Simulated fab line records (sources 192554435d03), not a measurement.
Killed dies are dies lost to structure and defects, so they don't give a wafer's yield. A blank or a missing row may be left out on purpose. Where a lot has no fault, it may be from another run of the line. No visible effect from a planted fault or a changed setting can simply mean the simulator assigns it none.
Chamber matching	flow n5-finfet	4 sister chambers for N5_BEOL_M1_ETCH_77 on rie-diel-04
The step etches underlayer in N2/H2, target depth 6.5 nm, time 5.2 s. 7 wafers are shown with their chamber, then 8 later ones without.

EACH WAFER AND ITS CHAMBER
wafer	chamber	drypump-motor-current-A (A)	showerhead-plenum-p-Torr (Torr)
L085.5	2	5.8	2.63
L087.4	1	6.3	2.64
L087.6	0	5.6	2.50
L092.1	2	5.7	2.62
L092.2	1	6.3	2.63
L092.4	3	5.7	2.62
L093.1	3	5.7	2.62

WAFERS MISSING THEIR CHAMBER
wafer	drypump-motor-current-A (A)	showerhead-plenum-p-Torr (Torr)
L093.3	6.3	2.63
L093.4	5.7	2.62
L095.2	5.7	2.62
L095.4	5.7	2.62
L095.5	5.8	2.62
L096.1	5.6	2.50
L096.4	5.7	2.62
L096.5	5.8	2.62

WHICH CHAMBER EACH WENT THROUGH
wafer	from the rows above	in truth
L093.3	1	1
L093.4	can't be placed: 3 or 2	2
L095.2	can't be placed: 3 or 2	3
L095.4	can't be placed: 3 or 2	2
L095.5	can't be placed: 2 or 3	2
L096.1	0	0
L096.4	can't be placed: 3 or 2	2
L096.5	can't be placed: 2 or 3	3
2 of 8 placed correctly. Cannot be placed on the basis of these rows: 6; the candidates contain the true chamber in 6. Number placed wrongly: 0.
How it was worked out, from the rows above alone: a wafer's distance from a chamber is the root of the sum, over the readings, of the square of ((its reading less the chamber's mean) divided by the reading's scatter). The wafer belongs to the nearest chamber; if the next one is less than 2 further off, it can't be placed. A chamber's mean is the mean of its shown wafers. How the scatter is found: for the shown wafers, subtract from each reading the mean of its chamber, square and add these, divide the total by (wafers less chambers), then take the root.
